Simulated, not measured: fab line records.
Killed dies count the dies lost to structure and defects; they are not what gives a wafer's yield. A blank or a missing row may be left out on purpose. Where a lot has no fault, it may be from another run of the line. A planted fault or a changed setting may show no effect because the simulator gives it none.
Lot-split experiment :: flow n5-finfet :: route with 1938 steps; 7 lots, 21 wafers read

## ABOUT THE SPLIT
At N5_FIN_SAQP_PEB_14 (peb time 60 s), the setting peb-time-s was moved away from the recipe's 60 s on 9 of the 21 wafers read, by -19.4% to +8.1%. This setting was run at the recipe's value on the other wafers.

## FROM THE SPLIT TO THE READING: what the file shows between them, 1 step
- N5_FIN_SAQP_DEVELOP_15: develop time 30 s

## THE READING
Shown in nm: cd-nm at N5_FIN_SAQP_CD_MEAS_16, with target cd 35.6 nm. On this fab line, fault-free wafers typically give 35.5 nm with a standard deviation of 0.32 nm.

wafer: L079.1
tool, chamber at the split: litho-track-02, 0
peb-time-s as run, s: 60
against the recipe: recipe
cd-nm, nm: 35.6
against lot-mates on the recipe: -

wafer: L079.2
tool, chamber at the split: litho-track-02, 0
peb-time-s as run, s: 48.34
against the recipe: -19.4%
cd-nm, nm: 38.8
against lot-mates on the recipe: +3.2

wafer: L079.6
tool, chamber at the split: litho-track-02, 0
peb-time-s as run, s: 48.34
against the recipe: -19.4%
cd-nm, nm: 38.8
against lot-mates on the recipe: +3.2

wafer: L080.2
tool, chamber at the split: litho-track-04, 0
peb-time-s as run, s: 60
against the recipe: recipe
cd-nm, nm: 35.7
against lot-mates on the recipe: -

wafer: L080.3
tool, chamber at the split: litho-track-04, 0
peb-time-s as run, s: 54.43
against the recipe: -9.3%
cd-nm, nm: 36.9
against lot-mates on the recipe: +1.2

wafer: L080.5
tool, chamber at the split: litho-track-04, 0
peb-time-s as run, s: 54.43
against the recipe: -9.3%
cd-nm, nm: 36.9
against lot-mates on the recipe: +1.2

wafer: L082.2
tool, chamber at the split: litho-track-02, 0
peb-time-s as run, s: 64.85
against the recipe: +8.1%
cd-nm, nm: 34.6
against lot-mates on the recipe: -1.1

wafer: L082.3
tool, chamber at the split: litho-track-02, 0
peb-time-s as run, s: 60
against the recipe: recipe
cd-nm, nm: 35.9
against lot-mates on the recipe: -

wafer: L082.5
tool, chamber at the split: litho-track-02, 0
peb-time-s as run, s: 60
against the recipe: recipe
cd-nm, nm: 35.6
against lot-mates on the recipe: -

wafer: L085.1
tool, chamber at the split: litho-track-02, 0
peb-time-s as run, s: 60
against the recipe: recipe
cd-nm, nm: 35.4
against lot-mates on the recipe: -

wafer: L085.2
tool, chamber at the split: litho-track-02, 0
peb-time-s as run, s: 60
against the recipe: recipe
cd-nm, nm: 35.7
against lot-mates on the recipe: -

wafer: L085.5
tool, chamber at the split: litho-track-02, 0
peb-time-s as run, s: 50.81
against the recipe: -15.3%
cd-nm, nm: 37.4
against lot-mates on the recipe: +1.9

wafer: L093.2
tool, chamber at the split: litho-track-03, 0
peb-time-s as run, s: 49.64
against the recipe: -17.3%
cd-nm, nm: 38.4
against lot-mates on the recipe: +2.5

wafer: L093.4
tool, chamber at the split: litho-track-03, 0
peb-time-s as run, s: 60
against the recipe: recipe
cd-nm, nm: 35.9
against lot-mates on the recipe: -

wafer: L093.5
tool, chamber at the split: litho-track-03, 0
peb-time-s as run, s: 49.64
against the recipe: -17.3%
cd-nm, nm: 39.1
against lot-mates on the recipe: +3.2

wafer: L094.1
tool, chamber at the split: litho-track-04, 0
peb-time-s as run, s: 60
against the recipe: recipe
cd-nm, nm: 35.5
against lot-mates on the recipe: -

wafer: L094.3
tool, chamber at the split: litho-track-04, 0
peb-time-s as run, s: 60
against the recipe: recipe
cd-nm, nm: 36.1
against lot-mates on the recipe: -

wafer: L094.5
tool, chamber at the split: litho-track-04, 0
peb-time-s as run, s: 60
against the recipe: recipe
cd-nm, nm: 35.8
against lot-mates on the recipe: -

wafer: L097.2
tool, chamber at the split: litho-track-04, 0
peb-time-s as run, s: 56.22
against the recipe: -6.3%
cd-nm, nm: 36.7
against lot-mates on the recipe: +1.5

wafer: L097.3
tool, chamber at the split: litho-track-04, 0
peb-time-s as run, s: 60
against the recipe: recipe
cd-nm, nm: 35.1
against lot-mates on the recipe: -

wafer: L097.6
tool, chamber at the split: litho-track-04, 0
peb-time-s as run, s: 60
against the recipe: recipe
cd-nm, nm: 35.4
against lot-mates on the recipe: -

FIT RESULTS
A straight line over all 21 wafers: cd-nm changes by -0.158 nm for each +1% of peb-time-s; r = -0.97; the points scatter about the line by 0.32 nm.
The same after taking each lot's own level away (the mean of its wafers on the recipe; 21 wafers): -0.156 nm for each +1%; r = -0.98; scatter 0.26 nm.
According to that fit, moving peb-time-s by its largest amount changes the reading by 3 nm.
Across the lots, their own levels run from 35.25 to 35.90 nm, a range of 2.0 times the standard deviation given above.
Consequently the slope shifts little with the lot-to-lot level, the two slopes agreeing.
Check: +3 nm against its lot-mates is what the line predicts for one of the wafers moved furthest among these (-19.4%) when that wafer is left out of the fit. Against them it came out at +3.2 nm.

## THESE WAFERS: OTHER SPLITS
These wafers also went through other splits before the reading. Each is held against what the fit with the lots' levels taken away leaves over:
other split on the same wafers: N5_ZERO_LAYER_EXPOSE_08 dose-mj
wafers away from the commonest value: 7
r with cd-nm (lot level and that fit taken away): -0.03

other split on the same wafers: N5_ZERO_LAYER_DEVELOP_10 develop-time-s
wafers away from the commonest value: 3
r with cd-nm (lot level and that fit taken away): +0.07

other split on the same wafers: N5_WELL_APT_EXPOSE_05 dose-mj
wafers away from the commonest value: 6
r with cd-nm (lot level and that fit taken away): -0.34

other split on the same wafers: N5_WELL_APT_PEB_06 peb-time-s
wafers away from the commonest value: 5
r with cd-nm (lot level and that fit taken away): +0.04

other split on the same wafers: N5_FIN_SAQP_PECVD_06 time-s
wafers away from the commonest value: 5
r with cd-nm (lot level and that fit taken away): +0.03

## THE FILE'S OWN FIT
cd-nm changes by -0.153 nm for each +1% of peb-time-s, r = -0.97.
